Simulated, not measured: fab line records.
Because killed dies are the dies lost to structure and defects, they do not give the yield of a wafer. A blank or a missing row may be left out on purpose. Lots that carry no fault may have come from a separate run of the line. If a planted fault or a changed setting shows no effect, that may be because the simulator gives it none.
fab line records	flow n5_finfet	part 1 of 2: steps 1 to 23 of 29
[record] lots = 5	wafers = 15	last_day = 17
route steps=1938 shown DUMMY_REMOVAL@377 HKMG_FIN@385
lots untouched by any fault: they come from a run of this same line in which no faults occurred
start_h: hours from the record's opening day to when the first of the lot's shown wafers began	wait_h: how many hours have passed since the lot's step before this one	" unchanged from the row above	L1.1+2: a row that stands for several wafers	- no value present, or no start provided	* or withheld: withheld	< > ~ a bound
route shown NAME@n: names a module that has steps shown in the file, with the first one's number in the route	usual: mean/standard deviation taken from wafers without a fault	same: alike in all rows	chamber/n: place in a boat	sites: the reading at each site	_std_site: how widely they spread, as a standard deviation	_edge_site: inner sites' mean taken away from outer sites' mean	radius_mm: for every site, how far away it sits from the centre of the wafer	mask NAME#n: copy n	behind: tool/chamber where the wafer was last shaped	hold: why the lot was held/for how many hours/how that ended	device: names the non-switching transistor (n, p or np)	end of line: tests run on the same wafers once the route is complete	a step with no rows: only its recipe	killed: not the wafer's yield, but the dies lost to structure and defects at the first sort	map: a wafer's dies, x killed, . not, _ none there
set.NAME: the setting the step ran with; set.NAME@STEP: the setting that earlier step ran with	model.NAME: the simulator's own value behind a step, which no gauge read
certain route steps with their lots: each step a table, each wafer a row
services: when a tool's chamber went out of use (start_h, in hours from the record's first day, below 0 if earlier), for how many hours, and the reason
[[steps]]
[step N5_DUMMY_REMOVAL_HM_STRIP_01]
[recipe] chemistry = CH3F/O2	material = SiNx	target_depth_a = 40	stop_on = poly-Si	time_s = 6.8	over_etch_frac = 0.3	ion_energy_ev = 60	power_w = 410	bias_w = 29	Ar_flow_sccm = 150	CH3F_flow_sccm = 30	O2_flow_sccm = 20
[usual] chamber_pressure_mTorr = 30.00/0.055	drypump_motor_current_A = 5.7/0.33	oes_product_au = 0.62/0.062	rf_vpp_V = 127.6/0.86	showerhead_plenum_p_Torr = 2.02/0.061	throttle_valve_pct = 16.34/0.27
lot.wafer	tool	chamber	start_h	wait_h	chamber_pressure_mTorr	drypump_motor_current_A	oes_product_au	rf_hours_counter_h	rf_vpp_V	showerhead_plenum_p_Torr	throttle_valve_pct
L077.3	rie_diel-05	1	89.98	0.0	29.95	5.2	0.63	117	126.0	2.01	16.04
L077.4	"	2	"	"	30.02	5.8	0.60	-	127.3	1.99	16.36
L077.6	"	3	"	"	29.99	5.6	0.57	-	126.2	2.01	16.48
L080.1	rie_diel-01	0	113.07	0.0	29.94	5.3	0.69	44	128.0	2.04	16.25
L080.3	"	1	"	"	29.96	5.6	0.62	156	126.5	1.99	16.23
L080.4	"	3	"	"	29.97	5.7	0.61	123	126.8	1.91	16.05
L084.1	rie_diel-05	2	130.05	0.1	30.00	5.8	0.60	200	128.7	1.99	16.39
L084.3	"	0	"	"	29.98	5.4	0.77	8	128.0	2.15	16.23
L084.5	"	0	"	"	30.03	5.4	0.76	-	127.9	2.15	16.25
L085.3	rie_diel-05	1	137.54	0.0	30.02	5.2	0.62	136	127.0	2.01	16.09
L085.4	"	0	"	"	30.02	5.4	0.76	11	128.5	2.15	16.27
L085.5	"	3	"	"	29.95	5.6	0.56	-	126.9	2.00	16.50
L097.1	rie_diel-05	3	216.54	0.1	30.01	5.6	0.56	222	126.6	2.00	16.56
L097.3	"	2	"	"	29.99	5.9	0.57	223	127.4	1.98	16.43
L097.6	"	0	"	"	30.02	5.4	0.71	-	128.6	2.14	16.30
[step N5_DUMMY_REMOVAL_STRIP_10]
[recipe] chemistry = N2/H2	time_s = 40	power_w = 100	temp_c = 40	pressure_mtorr = 100	rf_frequency_hz = 6e+07	bias_power_w = 3	n2_flow_sccm = 300	h2_flow_sccm = 300
[usual] chamber_pressure_mTorr = 100.00/0.095	drypump_motor_current_A = 5.7/0.33	oes_product_au = 0.76/0.081	rf_vpp_V = 45.2/0.91	showerhead_plenum_p_Torr = 3.40/0.088	throttle_valve_pct = 12.22/0.27
lot.wafer	tool	chamber	start_h	wait_h	chamber_pressure_mTorr	drypump_motor_current_A	oes_product_au	rf_hours_counter_h	rf_vpp_V	showerhead_plenum_p_Torr	throttle_valve_pct
L077.3	rie_diel-05	1	90.02	0.0	100.01	5.2	0.78	117	44.7	3.40	11.96
L077.4	"	2	"	"	100.12	5.9	0.74	-	44.7	3.36	12.28
L077.6	"	3	"	"	100.03	5.6	0.70	-	46.3	3.36	12.26
L080.1	rie_diel-01	0	113.11	0.0	99.83	5.3	0.86	44	45.8	3.41	11.93
L080.3	"	1	"	"	99.93	5.6	0.75	156	45.8	3.37	12.18
L080.4	"	3	"	"	100.04	5.7	0.75	123	46.5	3.26	12.04
L084.1	rie_diel-05	2	130.08	0.0	99.96	5.8	0.72	200	45.6	3.35	12.33
L084.3	"	0	"	"	100.04	5.4	0.95	8	45.8	3.59	11.87
L084.5	"	0	"	"	99.81	5.4	0.95	-	45.1	3.59	11.89
L085.3	rie_diel-05	1	137.57	0.0	100.01	5.2	0.75	136	44.8	3.39	12.00
L085.4	"	0	"	"	100.05	5.4	0.94	11	45.6	3.59	11.91
L085.5	"	3	"	"	100.02	5.6	0.68	-	44.5	3.35	12.29
L097.1	rie_diel-05	3	216.58	0.0	99.95	5.6	0.68	222	45.9	3.34	12.34
L097.3	"	2	"	"	100.07	5.9	0.70	223	45.0	3.34	12.38
L097.6	"	0	"	"	99.76	5.4	0.89	-	44.5	3.58	11.97
[step N5_DUMMY_REMOVAL_PRECLEAN_07]
[recipe] chemistry = dHF	time_s = 30	temp_c = 25	dilution = withheld
lot.wafer	tool	chamber	start_h	wait_h
L077.3+4+6	wet_bench-01	0,2,3	90.11	0.1
L080.1+3+4	wet_bench-02	1,3,4	113.20	0.1
L084.1+3+5	wet_bench-06	2,7,5	130.18	0.1
L085.3+4+5	wet_bench-06	3,2,4	137.67	0.1
L097.1+3+6	wet_bench-02	6,3,5	216.67	0.1
[step N5_DUMMY_REMOVAL_DUMMY_REMOVE_02]
[recipe] chemistry = TMAH	temp_c = 70	target = poly-Si	stop_on = SiO2	target_depth_nm = 142	conc_wt_pct = 5	time_s = 57	dry = ipa_marangoni	rinse_time_s = 30	rinse_temp_c = 23
[usual] bath_guard_temp_C = 70.0/0.51	bath_heat_duty_pct = 14.0/1.6	conc_wt_pct = 5.00/0.048
lot.wafer	tool	chamber	start_h	wait_h	bath_guard_temp_C	bath_heat_duty_pct	conc_wt_pct
L077.3	wet_bench-01	0	90.12	0.0	70.6	16.1	4.99
L077.4	"	2	"	"	71.1	13.8	5.02
L077.6	"	3	"	"	69.3	12.8	4.99
L080.1	wet_bench-02	1	113.21	0.0	70.2	15.9	4.99
L080.3	"	3	"	"	70.0	17.4	5.01
L080.4	"	4	"	"	69.9	14.8	5.06
L084.1	wet_bench-06	2	130.19	0.0	69.9	12.5	5.01
L084.3	"	7	"	"	69.8	10.6	4.89
L084.5	"	5	"	"	69.8	14.7	4.98
L085.3	wet_bench-06	3	137.68	0.0	69.3	17.0	4.98
L085.4	"	2	"	"	70.2	13.5	5.03
L085.5	"	4	"	"	69.3	12.6	4.94
L097.1	wet_bench-02	6	216.68	0.0	69.2	13.2	4.95
L097.3	"	3	"	"	69.8	15.6	4.99
L097.6	"	5	"	"	69.3	13.7	5.09
[step N5_DUMMY_REMOVAL_INSPECT_06]
[recipe] inspect_instrument = brightfield	mode = aei
[usual] raw_defect_count = 11/5.3
lot.wafer	tool	chamber	start_h	wait_h	raw_defect_count
L077.3	defect_inspect-01	-	90.18	0.0	15
L077.4	"	-	"	"	20
L077.6	"	-	"	"	14
L080.1	defect_inspect-01	-	113.27	0.0	12
L080.3	"	-	"	"	7
L080.4	"	-	"	"	20
L084.1	defect_inspect-02	-	130.25	0.0	6
L084.3	"	-	"	"	15
L084.5	"	-	"	"	14
L085.3	defect_inspect-02	-	137.74	0.0	11
L085.4	"	-	"	"	17
L085.5	"	-	"	"	16
L097.1	defect_inspect-01	-	216.74	0.0	18
L097.3	"	-	"	"	15
L097.6	"	-	"	"	18
[step N5_DUMMY_REMOVAL_PRECLEAN_08]
[recipe] chemistry = NF3:NH3	afs_cycles = 2	temp_c = 30	time_s = 20	sublimation_temp_c = 180	sublimation_time_s = 60	pressure_torr = 3	rf_power_w = 30
[same] sublimation_time_s = 60
lot.wafer	tool	chamber	start_h	wait_h
L077.3+4+6	remote_plasma-01	1	90.37	0.2
L080.1+3+4	remote_plasma-01	0	113.31	0.0
L084.1+3+5	remote_plasma-01	1	130.29	0.0
L085.3+4+5	remote_plasma-02	0	137.84	0.1
L097.1+3+6	remote_plasma-01	1	216.78	0.0
[step N5_DUMMY_REMOVAL_PRECLEAN_04]
[recipe] chemistry = DHF	time_s = 37	temp_c = 25	dilution = 500:1
[usual] bath_heat_duty_pct = 6.5/0.86
lot.wafer	tool	chamber	start_h	wait_h	bath_heat_duty_pct
L077.3	wet_bench-02	2	90.52	0.1	7.1
L077.4	"	7	"	"	7.0
L077.6	"	1	"	"	6.4
L080.1	wet_bench-06	2	113.52	0.2	6.4
L080.3	"	1	"	"	6.8
L080.4	"	3	"	"	7.9
L084.1	wet_bench-02	0	130.50	0.2	6.9
L084.3	"	5	"	"	7.1
L084.5	"	1	"	"	5.9
L085.3	wet_bench-02	4	137.99	0.1	6.9
L085.4	"	6	"	"	6.5
L085.5	"	1	"	"	7.3
L097.1	wet_bench-06	2	216.99	0.2	5.5
L097.3	"	0	"	"	5.5
L097.6	"	1	"	"	8.4
[step N5_DUMMY_REMOVAL_SRD_05]
[recipe] dry = ipa_marangoni	do_ppb = 5	time_s = 30	temp_c = 23	rinse_liquid = diw
[usual] bath_heat_duty_pct = 3.7/0.56
lot.wafer	tool	chamber	start_h	wait_h	bath_heat_duty_pct
L077.3	wet_bench-02	2	90.53	0.0	3.6
L077.4	"	7	"	"	3.8
L077.6	"	1	"	"	4.3
L080.1	wet_bench-06	2	113.53	0.0	3.8
L080.3	"	1	"	"	4.1
L080.4	"	3	"	"	4.6
L084.1	wet_bench-02	0	130.51	0.0	4.5
L084.3	"	5	"	"	3.2
L084.5	"	1	"	"	3.6
L085.3	wet_bench-02	4	138.00	0.0	4.3
L085.4	"	6	"	"	3.6
L085.5	"	1	"	"	4.0
L097.1	wet_bench-06	2	217.00	0.0	3.5
L097.3	"	0	"	"	3.1
L097.6	"	1	"	"	4.2
[step N5_HKMG_FIN_IL_REGROW_00]
[recipe] material = SiO2	target_thk_a = 7.5	chemistry = O3	temp_c = withheld	time_s = 30
lot.wafer	tool	chamber	start_h	wait_h
L077.3+4+6	ald_hk-01	3,2,3	90.58	0.0
L080.1+3+4	ald_hk-01	2,0,1	113.58	0.0
L084.1+3+5	ald_hk-01	1,3,1	130.56	0.0
L085.3+4+5	ald_hk-03	3,1,3	138.05	0.0
L097.1+3+6	ald_hk-03	3,0,0	217.05	0.0
[step N5_HKMG_FIN_HK_ALD_01]
[recipe] material = HfO2	target_thk_a = 16	temp_c = withheld	ald_precursor_family = HfCl4	ald_co_reactant = H2O	pulse_time_s = 3	purge_time_s = 3	co_reactant_purge_time_s = 2.5	co_reactant_pulse_time_s = 0.3	ald_cycles = 30
[usual] precursor_pulse_height_rel = 0.999/0.022
lot.wafer	tool	chamber	start_h	wait_h	precursor_pulse_height_rel
L077.3	ald_hk-01	3	90.63	0.0	0.959
L077.4	"	2	"	"	1.019
L077.6	"	3	"	"	1.017
L080.1	ald_hk-01	2	113.63	0.0	1.015
L080.3	"	0	"	"	0.964
L080.4	"	1	"	"	1.029
L084.1	ald_hk-01	1	130.61	0.0	1.047
L084.3	"	3	"	"	0.998
L084.5	"	1	"	"	0.970
L085.3	ald_hk-03	3	138.10	0.0	1.032
L085.4	"	1	"	"	0.978
L085.5	"	3	"	"	0.997
L097.1	ald_hk-03	3	217.10	0.0	0.984
L097.3	"	0	"	"	1.015
L097.6	"	0	"	"	1.019
[step N5_HKMG_FIN_HK_ANNEAL_02]
[recipe] temp_c = 700	time_s = 30	ambient = N2	idle_temp_c = 600	ramp_up_c_per_s = 150	ramp_down_c_per_s = 60	cool_to_c = 600
[usual] lamp_power_pct = 8.81/0.054	wafer_temp_C_max = 702.9/0.65
lot.wafer	tool	chamber	start_h	wait_h	lamp_power_pct	wafer_temp_C_max
L077.3	rtp_anneal-02	0	90.89	0.2	8.85	702.2
L077.4	"	0	"	"	8.80	702.7
L077.6	"	0	"	"	8.76	701.8
L080.1	rtp_anneal-01	0	113.94	0.2	8.79	702.5
L080.3	"	0	"	"	8.80	703.2
L080.4	"	0	"	"	8.84	703.9
L084.1	rtp_anneal-02	0	130.80	0.1	8.87	701.7
L084.3	"	0	"	"	8.81	702.2
L084.5	"	0	"	"	8.82	702.2
L085.3	rtp_anneal-02	0	138.34	0.2	8.73	703.0
L085.4	"	0	"	"	8.87	702.6
L085.5	"	0	"	"	8.75	701.9
L097.1	rtp_anneal-01	0	217.28	0.1	8.74	702.0
L097.3	"	0	"	"	8.93	702.5
L097.6	"	0	"	"	8.77	702.6
[step N5_HKMG_FIN_ALD_74]
[recipe] material = La2O3	target_thk_a = 5	temp_c = 250	ald_precursor_family = La-Cp	ald_co_reactant = O3	pulse_time_s = 6	co_reactant_pulse_time_s = 1	purge_time_s = 3	co_reactant_purge_time_s = 3
[usual] heater_power_w = 330/29	precursor_pulse_height_rel = 0.999/0.021
lot.wafer	tool	chamber	start_h	wait_h	heater_power_w	precursor_pulse_height_rel
L077.3	ald_hk-02	3	91.05	0.1	363	0.996
L077.4	"	0	"	"	331	0.984
L077.6	"	0	"	"	336	1.022
L080.1	ald_hk-02	2	114.16	0.2	380	1.003
L080.3	"	0	"	"	316	0.977
L080.4	"	1	"	"	311	0.993
L084.1	ald_hk-02	1	131.01	0.2	296	1.030
L084.3	"	3	"	"	365	1.007
L084.5	"	2	"	"	384	0.958
L085.3	ald_hk-01	1	138.50	0.1	298	1.012
L085.4	"	0	"	"	295	0.992
L085.5	"	2	"	"	312	0.971
L097.1	ald_hk-01	0	217.50	0.2	305	1.026
L097.3	"	3	"	"	363	0.965
L097.6	"	3	"	"	369	1.031
[step N5_HKMG_FIN_ALD_75]
[recipe] material = Al2O3	target_thk_a = 10	temp_c = 150	ald_precursor_family = TMA	ald_co_reactant = H2O	pulse_time_s = withheld	co_reactant_pulse_time_s = 1
[usual] heater_power_w = 142/12	precursor_pulse_height_rel = 1.000/0.02
lot.wafer	tool	chamber	start_h	wait_h	heater_power_w	precursor_pulse_height_rel
L077.3	ald_hk-02	3	91.13	0.0	155	1.041
L077.4	"	0	"	"	142	1.022
L077.6	"	0	"	"	142	1.027
L080.1	ald_hk-02	2	114.23	0.0	169	1.017
L080.3	"	0	"	"	138	0.964
L080.4	"	1	"	"	128	0.997
L084.1	ald_hk-02	1	131.09	0.0	130	1.011
L084.3	"	3	"	"	157	1.009
L084.5	"	2	"	"	173	1.005
L085.3	ald_hk-01	1	138.58	0.0	128	0.989
L085.4	"	0	"	"	129	1.010
L085.5	"	2	"	"	135	0.982
L097.1	ald_hk-01	0	217.57	0.0	130	1.001
L097.3	"	3	"	"	156	0.941
L097.6	"	3	"	"	160	1.028
[step N5_HKMG_FIN_COAT_41]
[recipe] resist = SOC	temp_c = 250	time_s = 60	spin_rpm = 1500	resist_thk_nm = 300
[usual] plate_temp_C = 250.03/0.19	spin_speed_rpm = 1499.9/0.95
lot.wafer	tool	chamber	start_h	wait_h	plate_temp_C	spin_speed_rpm
L077.3	litho_track-02	0	91.22	-	249.76	1499.4
L077.4	"	0	"	"	250.18	1497.5
L077.6	"	0	"	"	250.23	1498.7
L080.1	litho_track-04	0	114.33	-	250.26	1500.8
L080.3	"	0	"	"	250.07	1500.9
L080.4	"	0	"	"	249.94	1500.8
L084.1	litho_track-02	0	131.19	-	249.95	1499.9
L084.3	"	0	"	"	250.13	1500.1
L084.5	"	0	"	"	249.98	1500.5
L085.3	litho_track-02	0	138.68	-	250.11	1500.1
L085.4	"	0	"	"	250.03	1499.8
L085.5	"	0	"	"	250.11	1499.9
L097.1	litho_track-01	0	217.67	-	249.98	1500.6
L097.3	"	0	"	"	249.71	1500.5
L097.6	"	0	"	"	250.00	1499.6
[step N5_HKMG_FIN_COAT_42]
[recipe] resist = SiARC	temp_c = 220	time_s = 60	spin_rpm = 1500	resist_thk_nm = 35
[usual] plate_temp_C = 219.99/0.18	spin_speed_rpm = 1500.2/0.89
lot.wafer	tool	chamber	start_h	wait_h	plate_temp_C	spin_speed_rpm
L077.3	litho_track-02	0	-	-	219.95	1501.5
L077.4	"	0	"	"	219.74	1500.3
L077.6	"	0	"	"	219.90	1501.0
L080.1	litho_track-04	0	-	-	220.03	1500.6
L080.3	"	0	"	"	219.94	1500.3
L080.4	"	0	"	"	220.14	1501.9
L084.1	litho_track-02	0	-	-	220.23	1499.3
L084.3	"	0	"	"	219.94	1498.3
L084.5	"	0	"	"	220.20	1498.4
L085.3	litho_track-02	0	-	-	220.06	1499.4
L085.4	"	0	"	"	220.09	1499.7
L085.5	"	0	"	"	220.12	1499.3
L097.1	litho_track-01	0	-	-	220.06	1499.7
L097.3	"	0	"	"	219.99	1500.0
L097.6	"	0	"	"	220.09	1499.2
[step N5_HKMG_FIN_COAT_43]
[recipe] resist = CAR-ArF	spin_rpm = 1500	resist_thk_nm = 90
[usual] spin_speed_rpm = 1500.0/0.8
lot.wafer	tool	chamber	start_h	wait_h	spin_speed_rpm
L077.3	litho_track-02	0	-	-	1501.0
L077.4	"	0	"	"	1500.6
L077.6	"	0	"	"	1499.5
L080.1	litho_track-04	0	-	-	1500.6
L080.3	"	0	"	"	1499.9
L080.4	"	0	"	"	1499.3
L084.1	litho_track-02	0	-	-	1500.7
L084.3	"	0	"	"	1499.3
L084.5	"	0	"	"	1500.7
L085.3	litho_track-02	0	-	-	1500.4
L085.4	"	0	"	"	1499.5
L085.5	"	0	"	"	1501.8
L097.1	litho_track-01	0	-	-	1498.7
L097.3	"	0	"	"	1500.0
L097.6	"	0	"	"	1500.3
[step N5_HKMG_FIN_EBR_45]
[recipe] solvent = PGMEA	ebr_width_mm = 1.5
lot.wafer	tool	chamber	start_h	wait_h
L077.3+4+6	litho_track-02	0	-	-
L080.1+3+4	litho_track-04	0	-	-
L084.1+3+5	litho_track-02	0	-	-
L085.3+4+5	litho_track-02	0	-	-
L097.1+3+6	litho_track-01	0	-	-
[step N5_HKMG_FIN_SOFTBAKE_44]
[recipe] temp_c = 110	time_s = 60	resist = CAR-ArF
[usual] plate_temp_C = 109.99/0.14
lot.wafer	tool	chamber	start_h	wait_h	plate_temp_C
L077.3	litho_track-02	0	-	-	109.81
L077.4	"	0	"	"	109.97
L077.6	"	0	"	"	109.87
L080.1	litho_track-04	0	-	-	109.98
L080.3	"	0	"	"	109.79
L080.4	"	0	"	"	109.85
L084.1	litho_track-02	0	-	-	110.09
L084.3	"	0	"	"	110.12
L084.5	"	0	"	"	110.01
L085.3	litho_track-02	0	-	-	109.99
L085.4	"	0	"	"	109.92
L085.5	"	0	"	"	110.06
L097.1	litho_track-01	0	-	-	110.21
L097.3	"	0	"	"	110.12
L097.6	"	0	"	"	110.21
[step N5_HKMG_FIN_EXPOSE_46]
[recipe] mask_id = NDIPOLE	na = 1.35	source_shape = conventional	sigma_outer = 0.8	polarization = unpolarized	dose_mj = 40
[usual] reticle_temp_C = 23.00/0.11
[same] na = 1.35
lot.wafer	tool	chamber	start_h	wait_h	mask	reticle_temp_C
L077.3	arfi_scanner-02	0	91.48	-	NDIPOLE#0	22.85
L077.4	"	0	"	"	NDIPOLE#0	23.05
L077.6	"	0	"	"	NDIPOLE#0	22.86
L080.1	arfi_scanner-01	0	114.45	-	NDIPOLE#0	22.92
L080.3	"	0	"	"	NDIPOLE#0	22.89
L080.4	"	0	"	"	NDIPOLE#0	22.82
L084.1	arfi_scanner-02	0	131.43	-	NDIPOLE#0	22.88
L084.3	"	0	"	"	NDIPOLE#0	22.92
L084.5	"	0	"	"	NDIPOLE#0	22.93
L085.3	arfi_scanner-03	0	138.93	-	NDIPOLE#0	23.10
L085.4	"	0	"	"	NDIPOLE#0	23.01
L085.5	"	0	"	"	NDIPOLE#0	22.97
L097.1	arfi_scanner-02	0	217.92	-	NDIPOLE#0	22.82
L097.3	"	0	"	"	NDIPOLE#0	22.99
L097.6	"	0	"	"	NDIPOLE#0	22.94
[step N5_HKMG_FIN_PEB_47]
[recipe] peb_temp_c = withheld	peb_time_s = 60	resist = CAR-ArF
lot.wafer	tool	chamber	start_h	wait_h
L077.3+4+6	litho_track-04	0	91.53	0.0
L080.1+3+4	litho_track-01	0	114.51	0.1
L084.1+3+5	litho_track-02	0	131.49	0.1
L085.3+4+5	litho_track-02	0	138.98	0.0
L097.1+3+6	litho_track-02	0	217.97	0.1
[step N5_HKMG_FIN_DEVELOP_48]
[recipe] develop_time_s = 30	developer = TMAH	resist = CAR-ArF	rinse_liquid = diw	dry = air_spin	dev_temp_c = 23
lot.wafer	tool	chamber	start_h	wait_h
L077.3+4+6	litho_track-04	0	-	-
L080.1+3+4	litho_track-01	0	-	-
L084.1+3+5	litho_track-02	0	-	-
L085.3+4+5	litho_track-02	0	-	-
L097.1+3+6	litho_track-02	0	-	-
[step N5_HKMG_FIN_CD_MEAS_49]
[recipe] target_cd_nm = 202	landing_energy_ev = 500	detector = se_inlens	polarity = opening
[usual] cd_nm = 201.8/0.72
lot.wafer	tool	chamber	start_h	wait_h	cd_nm
L077.3	cd_sem-03	0	91.59	-	201.8
L077.4	"	0	"	"	201.9
L077.6	"	0	"	"	202.3
L080.1	cd_sem-01	0	114.57	-	201.9
L080.3	"	0	"	"	203.0
L080.4	"	0	"	"	202.0
L084.1	cd_sem-01	0	131.56	-	201.2
L084.3	"	0	"	"	200.8
L084.5	"	0	"	"	201.3
L085.3	cd_sem-02	0	139.04	-	201.0
L085.4	"	0	"	"	203.0
L085.5	"	0	"	"	201.0
L097.1	cd_sem-02	0	218.04	-	202.2
L097.3	"	0	"	"	201.7
L097.6	"	0	"	"	201.4
[step N5_HKMG_FIN_OVL_MEAS_50]
[recipe] points_per_wafer = 44
[usual] NDIPOLE_OVL = -0.1/0.67
lot.wafer	tool	chamber	start_h	wait_h	NDIPOLE_OVL[nm]
L077.3	overlay-01	0	91.62	0.0	0.5
L077.4	"	0	"	"	-0.8
L077.6	"	0	"	"	-1.1
L080.1	overlay-01	0	114.60	0.0	0.5
L080.3	"	0	"	"	-0.4
L080.4	"	0	"	"	1.2
L084.1	overlay-01	0	131.59	0.0	0.3
L084.3	"	0	"	"	-0.3
L084.5	"	0	"	"	0.1
L085.3	overlay-02	0	139.07	0.0	-0.4
L085.4	"	0	"	"	1.1
L085.5	"	0	"	"	0.8
L097.1	overlay-01	0	218.07	0.0	-1.2
L097.3	"	0	"	"	-1.0
L097.6	"	0	"	"	-0.7
